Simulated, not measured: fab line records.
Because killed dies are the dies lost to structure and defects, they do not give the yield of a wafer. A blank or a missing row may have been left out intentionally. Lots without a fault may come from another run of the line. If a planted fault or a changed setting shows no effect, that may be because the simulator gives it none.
fab line records | flow nand-harc
record: lots: 7 wafers: 21 last-day: 24
route steps=1159 shown P_GATE@145 END@1159
lots with no fault: from the same line, run without faults
start-h: start of the lot's first displayed wafer, in hours after the record's first day | wait-h: how many hours have passed since the lot's step before this one | " unchanged from the row above | L1.1+2: a single row standing in for several wafers | - no value present, or no start provided | * or withheld: withheld | < > ~ a bound
route shown NAME@n: names a module that has steps shown in the file, with the first one's number in the route | usual: the fault-free wafers' mean and standard deviation | same: alike in all rows | chamber/n: place in a boat | sites: readings site by site | _std_site: standard deviation across them | _edge_site: outer sites' mean less inner sites' | radius-mm: for every site, how far away it sits from the centre of the wafer | mask NAME#n: copy n | behind: tool/chamber where the wafer was last shaped | hold: what put the lot on hold/how long, in hours/how the hold closed | device: transistor that didn't switch, given as n, p or np | end of line: tests of these same wafers at the route's end | a step with no rows: only its recipe | killed: dies that structure and defects cost at the first sort, which is not the same as the wafer's yield | map: the dies of a wafer, with x for killed, . for not killed, _ for no die there
set.NAME: the setting that was run; set.NAME@STEP: the one run at that earlier step | model.NAME: the simulator's own value behind a step, which no gauge read
certain route steps with their lots: each step a table, each wafer a row
services: when a tool's chamber went out of use (start-h, in hours from the record's first day, below 0 if earlier), for how many hours, and the reason
== steps ==
step: NHARC_P_GATE_ETCH_104
recipe: target-depth-a: 600 time-s: withheld cf4-flow-sccm: 100 chf3-flow-sccm: 30 ar-flow-sccm: 0 rf-w: 500 bias-w: 200 chemistry: CF4/CHF3
usual: bias-w: 200.0/0.64 drypump-motor-current-A: 5.6/0.34 oes-product-au: 0.958/0.024 rf-vpp-V: 370.7/3 showerhead-plenum-p-Torr: 1.57/0.086 throttle-valve-pct: 16.804/0.0093
columns lot.wafer tool chamber start-h wait-h bias-w drypump-motor-current-A oes-product-au rf-vpp-V showerhead-plenum-p-Torr throttle-valve-pct
L924.2 rie-diel-10 0 100.98 0.1 198.7 5.7 0.947 369.9 1.56 16.811
L924.4 " 2 " " 199.9 6.1 0.929 374.0 1.67 16.811
L924.5 " 0 " " 198.9 5.6 0.940 369.9 1.56 16.807
L934.4 rie-diel-03 1 169.20 0.1 200.7 5.2 1.003 370.3 1.54 16.767
L934.6 " 2 " " 200.0 5.5 0.980 374.2 1.69 16.793
L934.5 " 3 " " 199.7 5.5 0.958 367.9 1.49 16.808
L939.1 rie-diel-10 2 190.68 0.1 199.6 6.1 0.983 373.8 1.67 16.807
L939.3 " 3 " " 200.3 5.2 0.977 368.2 1.54 16.792
L939.5 " 2 " " 199.8 6.1 0.982 373.5 1.67 16.802
L941.1 rie-diel-10 0 200.11 0.1 198.7 5.7 0.977 369.0 1.56 16.805
L941.3 " 1 " " 200.2 5.3 1.002 367.2 1.47 16.809
L941.4 " 2 " " 199.5 6.0 0.968 374.0 1.67 16.795
L942.2 rie-diel-03 3 207.08 0.1 200.8 5.6 0.916 366.6 1.48 16.800
L942.3 " 0 " " 199.9 5.7 0.937 372.9 1.68 16.805
L942.1 " 2 " " 200.4 5.5 0.930 373.9 1.69 16.805
L944.1 rie-diel-10 1 217.86 0.1 199.9 5.3 1.005 366.0 1.47 16.816
L944.2 " 3 " " 199.8 5.2 0.995 370.0 1.54 16.809
L944.3 " 0 " " 200.7 5.7 0.991 370.2 1.56 16.800
L943.4 rie-diel-11 1 218.03 0.1 199.2 5.5 0.937 367.4 1.49 16.804
L943.3 " 3 " " 200.4 5.4 0.956 367.7 1.50 16.788
L943.6 " 1 " " 198.9 5.5 0.951 368.3 1.49 16.816
step: NHARC_P_GATE_HM_OPEN_105
recipe: target-depth-a: 3600 o2-flow-sccm: 400 cos-flow-sccm: 20 ar-flow-sccm: 0 rf-w: 500 bias-w: 300 chemistry: O2/COS
usual: bias-w: 299.9/0.89 drypump-motor-current-A: 5.6/0.33 oes-product-au: 1.002/0.013 rf-vpp-V: 467/3.9 showerhead-plenum-p-Torr: 3.12/0.17 throttle-valve-pct: 28.331/0.0093
columns lot.wafer tool chamber start-h wait-h bias-w drypump-motor-current-A oes-product-au rf-hours-counter-h rf-vpp-V showerhead-plenum-p-Torr throttle-valve-pct
L924.2 rie-diel-10 0 - - 299.8 5.7 1.019 20 469 3.10 28.316
L924.4 " 3 " " 299.8 5.2 0.994 15 466 3.07 28.327
L924.5 " 0 " " 299.6 5.8 1.019 - 466 3.10 28.349
L934.4 rie-diel-03 0 - - 299.5 5.7 0.992 42 471 3.35 28.347
L934.6 " 0 " " 300.0 5.7 1.009 - 471 3.35 28.330
L934.5 " 1 " " 299.1 5.2 1.010 - 466 3.06 28.323
L939.3 rie-diel-10 2 - - 300.5 6.1 1.004 1 471 3.31 28.323
L939.1 " 3 " " 299.3 5.2 1.018 1 466 3.07 28.344
L939.5 " 2 " " 298.7 6.0 0.995 - 472 3.31 28.326
L941.1 rie-diel-10 0 - - 300.5 5.8 1.007 5 466 3.09 28.331
L941.3 " 2 " " 300.4 6.1 0.997 5 472 3.31 28.352
L941.4 " 3 " " 299.2 5.2 1.011 5 467 3.06 28.318
L942.2 rie-diel-03 2 - - 300.6 5.5 0.994 56 471 3.34 28.325
L942.1 " 3 " " 300.4 5.6 0.992 55 464 2.94 28.331
L942.3 " 0 " " 299.5 5.7 1.013 59 471 3.34 28.325
L944.1 rie-diel-10 1 - - 299.8 5.3 1.030 7 463 2.92 28.332
L944.2 " 2 " " 299.1 6.1 1.002 8 470 3.31 28.337
L944.3 " 3 " " 299.6 5.2 1.028 8 466 3.06 28.327
L943.3 rie-diel-11 0 - - 299.7 6.9 0.976 5 472 3.37 28.326
L943.4 " 2 " " 300.2 6.1 1.017 6 462 2.94 28.321
L943.6 " 1 " " 301.8 5.5 0.975 - 464 2.95 28.331
step: NHARC_P_GATE_STRIP_106
recipe: o2-flow-sccm: 400 cos-flow-sccm: 20 ar-flow-sccm: 0 bias-w: 0 chemistry: O2/COS
step: NHARC_P_GATE_ETCH_114
recipe: target-depth-a: 300 overetch-a: 30 time-s: 16.5 ion-energy-ev: 100 cf4-flow-sccm: 80 o2-flow-sccm: 20 ar-flow-sccm: 0 rf-w: 300 bias-w: 100 chemistry: CF4/O2
step: NHARC_P_GATE_ETCH_32
recipe: target-depth-a: 1500 over-etch-frac: 1 over-etch-ion-energy-ev: 40 time-s: 100.1 hbr-flow-sccm: 150 cl2-flow-sccm: 50 rf-w: 400 icp-w: 400 bias-w: 100 chemistry: HBr/Cl2
step: NHARC_P_GATE_STRIP_108
recipe: o2-flow-sccm: 500 ar-flow-sccm: 0 bias-w: 0 chemistry: O2
step: NHARC_P_GATE_CD_MEAS_33
usual: cd-nm: 122/3.6
columns lot.wafer tool chamber start-h wait-h cd-nm
L924.2 cd-sem-03 - 101.74 - 123
L924.4 " - " " 120
L924.5 " - " " 116
L934.4 cd-sem-03 - 170.39 - 118
L934.5 " - " " 120
L934.6 " - " " 124
L939.1 cd-sem-02 - 191.41 - 124
L939.3 " - " " 117
L939.5 " - " " 120
L941.1 cd-sem-03 - 200.89 - 118
L941.3 " - " " 120
L941.4 " - " " 123
L942.1 cd-sem-03 - 207.98 - 122
L942.2 " - " " 121
L942.3 " - " " 121
L944.1 cd-sem-03 - 218.62 - 118
L944.2 " - " " 113
L944.3 " - " " 125
L943.3 cd-sem-02 - 218.82 - 122
L943.4 " - " " 124
L943.6 " - " " 124
step: NHARC_P_GATE_STRIP_35
recipe: time-s: 600 temp-c: 130 chemistry: SPM
step: NHARC_P_GATE_PRECLEAN_73
recipe: time-s: * temp-c: 50 bath-age-min: 0 chemistry: SC1
step: NHARC_P_GATE_SRD_74
step: NHARC_P_GATE_ALD_36
recipe: target-thk-a: 200 pulse-time-s: 60 ald-cycles: 223 temp-c: 400 material: SiNx
step: NHARC_P_GATE_ETCHBACK_37
recipe: target-depth-a: 345 time-s: 17.2 chf3-flow-sccm: 50 o2-flow-sccm: 10 ar-flow-sccm: 200 rf-w: 500 bias-w: 200 chemistry: CHF3/O2
usual: bias-w: 199.9/0.6 drypump-motor-current-A: 5.7/0.46 oes-product-au: 0.95/0.033 rf-vpp-V: 369.5/2.7 showerhead-plenum-p-Torr: 2.35/0.12 throttle-valve-pct: 20.572/0.0092
columns lot.wafer tool chamber start-h wait-h bias-w drypump-motor-current-A oes-product-au rf-hours-counter-h rf-vpp-V showerhead-plenum-p-Torr throttle-valve-pct
L924.4 rie-diel-10 1 - - 198.3 5.3 0.94 16 367.7 2.25 20.567
L924.2 " 3 " " 200.8 5.2 0.93 17 370.0 2.36 20.572
L924.5 " 1 " " 199.2 5.3 0.94 - 366.0 2.25 20.572
L934.4 rie-diel-03 2 - - 200.5 5.5 0.92 46 376.2 2.58 20.560
L934.5 " 1 " " 200.0 5.3 0.94 - 368.1 2.35 20.580
L934.6 " 2 " " 199.8 5.5 0.92 - 375.1 2.58 20.571
L939.1 rie-diel-10 1 - - 199.8 5.3 0.96 5 367.7 2.24 20.574
L939.3 " 2 " " 200.9 6.1 0.93 5 374.4 2.55 20.564
L939.5 " 2 " " 200.4 6.1 0.94 - 373.3 2.55 20.576
L941.3 rie-diel-10 3 - - 200.7 5.2 0.94 8 369.3 2.36 20.560
L941.4 " 0 " " 200.0 5.7 0.93 7 370.8 2.38 20.582
L941.1 " 1 " " 199.9 5.3 0.95 6 368.6 2.24 20.581
L942.3 rie-diel-10 2 - - 199.2 6.1 0.91 8 373.0 2.54 20.570
L942.1 " 3 " " 199.8 5.2 0.94 8 369.7 2.36 20.574
L942.2 " 1 " " 200.2 5.3 0.95 7 365.0 2.24 20.559
L944.3 rie-diel-11 2 - - 200.1 6.1 1.01 11 366.6 2.26 20.568
L944.2 " 3 " " 199.2 5.3 0.96 10 366.8 2.28 20.578
L944.1 " 0 " " 200.0 6.8 0.98 10 375.8 2.59 20.579
L943.4 rie-diel-11 3 - - 200.0 5.4 0.90 10 369.0 2.28 20.586
L943.3 " 1 " " 199.7 5.5 0.92 11 367.1 2.26 20.561
L943.6 " 0 " " 199.6 6.9 0.92 - 374.1 2.59 20.579
step: NHARC_P_GATE_STRIP_101
recipe: time-s: 20 o2-flow-sccm: 500 ar-flow-sccm: 0 bias-w: 0 chemistry: O2
usual: drypump-motor-current-A: 5.7/0.47 oes-product-au: 1.004/0.013 rf-vpp-V: 57.5/0.86 showerhead-plenum-p-Torr: 3.45/0.16 throttle-valve-pct: 17.037/0.0097
same: bias-w: 0
columns lot.wafer tool chamber start-h wait-h drypump-motor-current-A oes-product-au rf-hours-counter-h rf-vpp-V showerhead-plenum-p-Torr throttle-valve-pct
L924.2 rie-diel-10 1 111.83 0.1 5.3 1.008 16 56.2 3.31 17.021
L924.4 " 3 " " 5.2 1.001 17 55.8 3.47 17.045
L924.5 " 0 " " 5.7 1.020 - 58.3 3.51 17.052
L934.4 rie-diel-03 2 184.81 0.2 5.5 0.997 46 58.5 3.78 17.040
L934.5 " 1 " " 5.2 1.015 - 57.3 3.46 17.033
L934.6 " 2 " " 5.5 0.994 - 58.9 3.78 17.023
L939.1 rie-diel-10 1 201.50 0.1 5.3 1.029 5 56.2 3.30 17.042
L939.3 " 0 " " 5.7 1.009 5 58.2 3.50 17.051
L939.5 " 2 " " 6.0 0.986 - 58.2 3.73 17.042
L941.3 rie-diel-10 1 210.95 0.1 5.3 1.033 6 57.8 3.30 17.044
L941.4 " 2 " " 6.1 0.997 7 60.1 3.73 17.038
L941.1 " 3 " " 5.2 1.014 8 57.5 3.46 17.062
L942.3 rie-diel-10 3 218.05 0.1 5.2 1.027 8 58.1 3.46 17.026
L942.2 " 0 " " 5.7 1.016 7 56.2 3.49 17.029
L942.1 " 1 " " 5.3 1.038 7 58.2 3.30 17.051
L944.3 rie-diel-11 1 228.74 0.2 5.4 0.977 11 57.1 3.33 17.041
L944.2 " 2 " " 6.1 1.004 11 57.6 3.32 17.057
L944.1 " 3 " " 5.3 0.969 10 56.6 3.36 17.021
L943.3 rie-diel-11 0 228.86 0.1 6.8 0.998 10 59.1 3.80 17.057
L943.4 " 2 " " 6.1 1.011 11 57.0 3.32 17.033
L943.6 " 0 " " 6.9 0.983 - 58.5 3.80 17.042
step: NHARC_P_GATE_PRECLEAN_97
recipe: time-s: 600 temp-c: 120 chemistry: SPM
step: NHARC_P_GATE_SRD_98
step: NHARC_P_GATE_PRECLEAN_99
recipe: time-s: * temp-c: 50 bath-age-min: 0 chemistry: SC1
step: NHARC_P_GATE_SRD_100
step: NHARC_P_GATE_DEHYDRATE_38
recipe: temp-c: 150 time-s: 120
step: NHARC_P_GATE_HMDS_39
recipe: time-s: 30
step: NHARC_P_GATE_COAT_40
recipe: spin-rpm: 3000
step: NHARC_P_GATE_SOFTBAKE_41
recipe: temp-c: 122 time-s: 95
step: NHARC_P_GATE_EBR_42
step: NHARC_P_GATE_EXPOSE_43
recipe: na: 0.6 target-cd-nm: 720 dose-mj: 14.81 mask-id: P_NSD
step: NHARC_P_GATE_PEB_44
recipe: peb-temp-c: 118 peb-time-s: 85
step: NHARC_P_GATE_DEVELOP_45
recipe: time-s: 70
step: NHARC_P_GATE_CD_MEAS_46
recipe: target-cd-nm: 720 landing-energy-ev: 500
usual: cd-nm: 720.0/2.7
columns lot.wafer tool chamber start-h wait-h cd-nm
L924.2 cd-sem-02 0 112.63 - 723.1
L924.4 " 0 " " 722.6
L924.5 " 0 " " 722.3
L934.4 cd-sem-02 0 185.73 - 716.2
L934.5 " 0 " " 721.7
L934.6 " 0 " " 721.6
L939.1 cd-sem-02 0 202.42 - 721.3
L939.3 " 0 " " 718.2
L939.5 " 0 " " 721.8
L941.1 cd-sem-03 0 211.87 - 718.2
L941.3 " 0 " " 721.6
L941.4 " 0 " " 722.0
L942.1 cd-sem-03 0 218.97 - 721.7
L942.2 " 0 " " 721.2
L942.3 " 0 " " 722.9
L944.1 cd-sem-03 0 229.66 - 717.1
L944.2 " 0 " " 715.9
L944.3 " 0 " " 715.9
L943.3 cd-sem-03 0 229.83 - 720.7
L943.4 " 0 " " 721.3
L943.6 " 0 " " 725.0
step: NHARC_P_GATE_HARDBAKE_47
recipe: temp-c: 125 time-s: 80
step: NHARC_P_GATE_DESCUM_48
recipe: time-s: 3 o2-flow-sccm: 200 ar-flow-sccm: 0 bias-power-w: 0 chemistry: O2
step: NHARC_P_GATE_IMPLANT_49
recipe: energy-kev: 30 dose-cm2: 3e+15 tilt-deg: 7
step: NHARC_P_GATE_STRIP_111
recipe: power-w: 1500 temp-c: 110 time-s: 250 chemistry: N2/H2
usual: drypump-motor-current-A: 5.49/0.27 heater-power-w: 96/3.1
columns lot.wafer tool chamber start-h wait-h drypump-motor-current-A heater-power-w rf-hours-counter-h
L924.2 plasma-asher-02 0 113.16 0.2 5.65 100 35
L924.4 " 0 " " 5.67 103 -
L924.5 " 0 " " 5.67 99 -
L934.4 plasma-asher-01 1 187.13 1.0 5.82 96 -
L934.5 " 1 " " 5.81 97 -
L934.6 " 0 " " 5.17 93 -
L939.1 plasma-asher-02 0 202.98 0.2 5.69 98 0
L939.3 " 1 " " 5.31 97 -
L939.5 " 0 " " 5.68 95 -
L941.1 plasma-asher-01 1 212.44 0.2 5.80 95 38
L941.4 " 0 " " 5.17 93 -
L941.3 " 1 " " 5.83 94 -
L942.1 plasma-asher-01 1 219.52 0.2 5.83 98 40
L942.2 " 0 " " 5.20 93 40
L942.3 " 0 " " 5.20 92 -
L944.1 plasma-asher-01 0 230.26 0.2 5.17 91 45
L944.2 " 1 " " 5.81 98 45
L944.3 " 1 " " 5.86 99 -
L943.4 plasma-asher-02 0 230.64 0.4 5.70 98 -
L943.3 " 1 " " 5.30 94 -
L943.6 " 0 " " 5.68 99 -
step: NHARC_P_GATE_STRIP_75
recipe: power-w: 1500 temp-c: 250 chemistry: O2
usual: drypump-motor-current-A: 5.49/0.28 heater-power-w: 358/12
columns lot.wafer tool chamber start-h wait-h drypump-motor-current-A heater-power-w rf-hours-counter-h
L924.2 plasma-asher-02 0 113.46 0.3 5.68 384 35
L924.4 " 0 " " 5.68 374 -
L924.5 " 0 " " 5.70 371 -
L934.4 plasma-asher-01 1 187.35 0.2 5.88 369 -
L934.5 " 1 " " 5.83 371 -
L934.6 " 0 " " 5.14 348 -
L939.1 plasma-asher-02 0 203.28 0.2 5.66 359 0
L939.3 " 1 " " 5.29 356 -
L939.5 " 0 " " 5.69 368 -
L941.1 plasma-asher-01 1 212.71 0.2 5.82 363 38
L941.4 " 0 " " 5.19 348 -
L941.3 " 1 " " 5.83 360 -
L942.1 plasma-asher-01 1 219.81 0.2 5.84 363 40
L942.2 " 0 " " 5.18 348 40
L942.3 " 0 " " 5.15 341 -
L944.1 plasma-asher-01 0 230.56 0.3 5.16 352 45
L944.2 " 1 " " 5.80 367 45
L944.3 " 1 " " 5.78 362 -
L943.4 plasma-asher-02 0 230.86 0.2 5.71 366 -
L943.3 " 1 " " 5.29 360 -
L943.6 " 0 " " 5.68 363 -
step: NHARC_P_GATE_STRIP_50
recipe: time-s: 900 temp-c: 130 chemistry: SPM
step: NHARC_P_GATE_DEHYDRATE_51
recipe: temp-c: 150 time-s: 120
step: NHARC_P_GATE_HMDS_52
recipe: time-s: 30
step: NHARC_P_GATE_COAT_53
recipe: spin-rpm: 3000
step: NHARC_P_GATE_SOFTBAKE_54
recipe: temp-c: 122 time-s: 95
step: NHARC_P_GATE_EBR_55
step: NHARC_P_GATE_EXPOSE_56
recipe: na: 0.6 target-cd-nm: 720 dose-mj: 14.81 mask-id: P_PSD
step: NHARC_P_GATE_PEB_57
recipe: peb-temp-c: 118 peb-time-s: 85
step: NHARC_P_GATE_DEVELOP_58
recipe: time-s: 70
step: NHARC_P_GATE_CD_MEAS_59
recipe: target-cd-nm: 720 landing-energy-ev: 500
usual: cd-nm: 719.3/2.9
columns lot.wafer tool chamber start-h wait-h cd-nm
L924.2 cd-sem-03 0 114.39 - 720.4
L924.4 " 0 " " 721.6
L924.5 " 0 " " 719.9
L934.4 cd-sem-02 0 188.26 - 720.2
L934.5 " 0 " " 716.1
L934.6 " 0 " " 720.6
L939.1 cd-sem-03 0 204.21 - 717.1
L939.3 " 0 " " 715.3
L939.5 " 0 " " 715.1
L941.1 cd-sem-02 0 213.62 - 720.7
L941.3 " 0 " " 720.9
L941.4 " 0 " " 721.4
L942.1 cd-sem-02 0 220.62 - 717.4
L942.2 " 0 " " 717.8
L942.3 " 0 " " 718.7
L944.1 cd-sem-03 0 231.49 - 718.0
L944.2 " 0 " " 717.2
L944.3 " 0 " " 718.0
L943.3 cd-sem-03 0 231.79 - 723.8
L943.4 " 0 " " 722.5
L943.6 " 0 " " 720.3
step: NHARC_P_GATE_HARDBAKE_60
recipe: temp-c: 125 time-s: 80
step: NHARC_P_GATE_INSPECT_68
usual: raw-defect-count: 230/98
columns lot.wafer tool chamber start-h wait-h raw-defect-count
L924.2 defect-inspect-01 - 119.09 0.1 136
L924.4 " - " " 216
L924.5 " - " " 150
L934.4 defect-inspect-02 - 193.09 0.1 309
L934.5 " - " " 250
L934.6 " - " " 231
L939.1 defect-inspect-02 - 209.57 0.2 1129
L939.3 " - " " 1089
L939.5 " - " " 1086
L941.1 defect-inspect-01 - 218.99 0.2 1163
L941.3 " - " " 1197
L941.4 " - " " 1194
L942.1 defect-inspect-01 - 225.67 0.2 1409
L942.2 " - " " 1232
L942.3 " - " " 1372
L944.1 defect-inspect-01 - 236.26 0.2 278
L944.2 " - " " 113
L944.3 " - " " 150
L943.3 defect-inspect-02 - 237.01 0.1 209
L943.4 " - " " 104
L943.6 " - " " 87
step: NHARC_END_SORT_01
recipe: temp-c: 25
usual: defect-limited-yield: 95.5/1.3 killed-at-array: 26/8.4 killed-at-other: 0.7/0.97 killed-at-periphery: 3.2/2.2 killed-dies: 30/8.5 killed-open: 3.4/2 killed-short: 2/1.3 sort_bin_2_pct: 1.5/0.52 sort_bin_3_pct: 0.21/0.18 sort_bin_4_pct: 2.8/0.91 sort-n-pass: 647/8.5 sort-rim-yield-pct: 94.8/2.7 sort-yield-pct: 95.5/1.3
same: gross-dies: 677 sort_bin_5_pct[%]: 0 sort_bin_6_pct[%]: 0 sort_bin_7_pct[%]: 0 sort_bin_8_pct[%]: 0 sort-rim-n-gross: 106.00
columns lot.wafer tool chamber start-h wait-h defect-limited-yield[%] killed-at-array killed-at-other killed-at-periphery killed-dies killed-open killed-short sort_bin_2_pct[%] sort_bin_3_pct[%] sort_bin_4_pct[%] sort-n-pass sort-rim-yield-pct[%] sort-yield-pct[%]
L924.2 prober-01 0 458.14 2.8 98.2 9 0 3 12 6 2 1.0 0 0.7 665 99.1 98.2
L924.4 prober-01 0 459.71 3.4 97.3 14 1 3 18 5 1 1.0 0.15 1.5 659 97.2 97.3
L924.5 prober-01 0 460.50 3.6 97.0 16 0 4 20 8 1 1.0 0 1.9 657 97.2 97.0
L943.3 prober-02 0 577.48 3.1 96.3 22 0 3 25 3 4 1.2 0 2.5 652 93.4 96.3
L943.4 prober-02 0 578.28 3.4 95.3 31 1 0 32 2 3 2.7 0.15 1.9 645 96.2 95.3
L943.6 prober-02 0 579.89 4.0 94.7 34 0 2 36 3 0 1.6 0.30 3.4 641 96.2 94.7
killed by level:class
L924.2 A_BONDPAD:chamber-film-flake=3 P_GATE:geometric-particle:open=2 A_M1:geometric-particle:open=2 P_M0:geometric-particle:open=1 A_ONON_D1:geometric-particle:short=1 A_CONTACT:geometric-particle:open=1 A_M1:geometric-particle:short=1 A_WL_FILL:chamber-film-flake=1
L924.4 A_CONTACT:chamber-film-flake=4 A_STAIRCASE:chamber-film-flake=3 A_CHANNEL_HOLE_D1:chamber-film-flake=2 A_SLIT:chamber-film-flake=2 P_CONTACT:geometric-particle:open=1 P_M0:geometric-particle:open=1 P_M1:geometric-particle:short=1 A_SGD_CUT:geometric-particle:open=1
L924.5 A_SLIT:chamber-film-flake=4 P_GATE:geometric-particle:open=2 A_M0:geometric-particle:open=2 A_ZERO_WELL:chamber-film-flake=2 P_CONTACT:geometric-particle:open=1 P_M1:geometric-particle:open=1 A_ONON_D1:geometric-particle:open=1 A_ONON_D1:geometric-particle:short=1
L943.3 A_SLIT:chamber-film-flake=5 A_SGD_CUT:chamber-film-flake=4 A_CONTACT:geometric-particle:short=2 A_CHANNEL_HOLE_D1:chamber-film-flake=2 A_STAIRCASE:chamber-film-flake=2 A_CONTACT:chamber-film-flake=2 P_GATE:geometric-particle:short=1 P_M2:geometric-particle:short=1
L943.4 A_SLIT:chamber-film-flake=14 A_CHANNEL_HOLE_D1:chamber-film-flake=6 A_SGD_CUT:chamber-film-flake=4 A_CHANNEL_FILL_D1:geometric-particle:short=1 A_CHANNEL_FILL_D1:geometric-particle:open=1 A_CONTACT:geometric-particle:open=1 A_M0:geometric-particle:short=1 STARTING-WAFER:geometric-particle:short=1
L943.6 A_SLIT:chamber-film-flake=19 A_CHANNEL_HOLE_D1:chamber-film-flake=4 A_STAIRCASE:chamber-film-flake=4 A_CONTACT:geometric-particle:open=2 P_ZERO_WELL:chamber-film-flake=2 A_SGD_CUT:chamber-film-flake=2 A_SOURCE_PLATE:geometric-particle:open=1 A_ZERO_WELL:chamber-film-flake=1
== services ==
columns tool chamber start-h hours kind
rie-diel-03 - 81.06 2.9 repair
rie-diel-10 0 82.20 - clean
rie-diel-10 1 82.20 - clean
rie-diel-10 2 82.20 - clean
rie-diel-10 3 82.20 - clean
rie-diel-11 1 86.85 8.8 repair
plasma-asher-02 - 89.74 0.6 repair
rie-diel-10 0 94.85 4.2 repair
plasma-asher-01 - 99.20 9.0 pm
rie-diel-10 0 106.70 - clean
rie-diel-10 1 106.70 - clean
plasma-asher-01 - 116.42 2.0 repair
rie-diel-10 - 117.58 0.2 repair
rie-diel-10 3 127.17 16.4 repair
rie-diel-10 2 163.75 5.6 repair
rie-diel-10 1 164.87 9.6 repair
rie-diel-10 - 176.50 9.0 pm
plasma-asher-02 - 183.30 9.0 pm
rie-diel-11 2 185.50 4.2 repair
rie-diel-11 - 191.18 9.0 pm
plasma-asher-02 - 193.21 9.6 repair
rie-diel-03 - 215.54 9.0 pm
plasma-asher-02 - 217.97 6.6 repair
rie-diel-10 2 225.95 9.4 repair
== key ==
first-sign: step: NHARC_P_GATE_INSPECT_68 reading: raw-defect-count direction: up sigmas: 10 usual: 230 struck: 1208
effect none on later readings
met-at NHARC_P_GATE_STRIP_101
struck-wafers L939.1,L939.3,L939.5,L941.1,L941.3,L941.4,L942.1,L942.2,L942.3
rows-end L939.1,L939.3,L939.5,L941.1,L941.3,L941.4,L942.1,L942.2,L942.3
onset-between 111.83 201.50
also-fits NHARC_P_GATE_ETCHBACK_37:rie-diel-10
fault: kind: chamber-particle-source tool: rie-diel-10 chamber: - onset-h: 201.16 steps: NHARC_P_GATE_STRIP_101 rate-per-visit-cm2: 1.4883
rows-end: these wafers met a further fault down the route, and their rows from its step on are left out
